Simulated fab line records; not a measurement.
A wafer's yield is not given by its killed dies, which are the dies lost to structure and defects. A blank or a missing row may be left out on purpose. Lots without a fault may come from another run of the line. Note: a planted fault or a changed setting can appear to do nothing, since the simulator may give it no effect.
Matching of chambers | flow n5Finfet | rieDiel-02 running N5_DUMMY_REMOVAL_HM_STRIP_01: 4 sister chambers
The step strips SiNx in CH3F/O2, stops on poly-Si, target depth 4 nm, time 6.8 s. 8 wafers are shown with their chamber, then 8 later ones without.

## WAFERS WITH THEIR CHAMBER
wafer  | chamber | showerheadPlenumPTorr (Torr) | drypumpMotorCurrentA (A)
L078.4 | 3       | 2.04                         | 5.2
L078.5 | 2       | 1.94                         | 5.3
L080.1 | 1       | 2.12                         | 6.6
L080.6 | 0       | 2.07                         | 6.1
L081.1 | 2       | 1.94                         | 5.3
L081.2 | 0       | 2.06                         | 6.1
L081.3 | 3       | 2.04                         | 5.2
L081.4 | 1       | 2.12                         | 6.5

## WAFERS WHOSE CHAMBER IS MISSING
wafer  | showerheadPlenumPTorr (Torr) | drypumpMotorCurrentA (A)
L081.5 | 2.06                         | 6.1
L081.6 | 2.04                         | 5.2
L090.3 | 2.12                         | 6.5
L090.4 | 2.04                         | 5.2
L090.5 | 2.06                         | 6.1
L093.1 | 2.12                         | 6.5
L093.4 | 1.94                         | 5.3
L093.6 | 2.12                         | 6.5

## EACH ONE'S CHAMBER
wafer  | from the rows above | in truth
L081.5 | 0                   | 0
L081.6 | 3                   | 3
L090.3 | 1                   | 1
L090.4 | 3                   | 3
L090.5 | 0                   | 0
L093.1 | 1                   | 1
L093.4 | 2                   | 2
L093.6 | 1                   | 1
Correctly placed: 8 of 8. From these rows, 0 cannot be placed. Number placed wrongly: 0.
How it was worked out, from the rows above alone: a wafer's distance from a chamber is the root of the sum, over the readings, of the square of ((its reading less the chamber's mean) divided by the reading's scatter). The wafer belongs to the nearest chamber; if the next one is less than 2 further off, it can't be placed. For every chamber, the mean is computed from those of its wafers that are shown. The scatter: take each reading less its chamber's mean, square it, sum over the shown wafers, divide by the number of wafers less the number of chambers, and take the root.
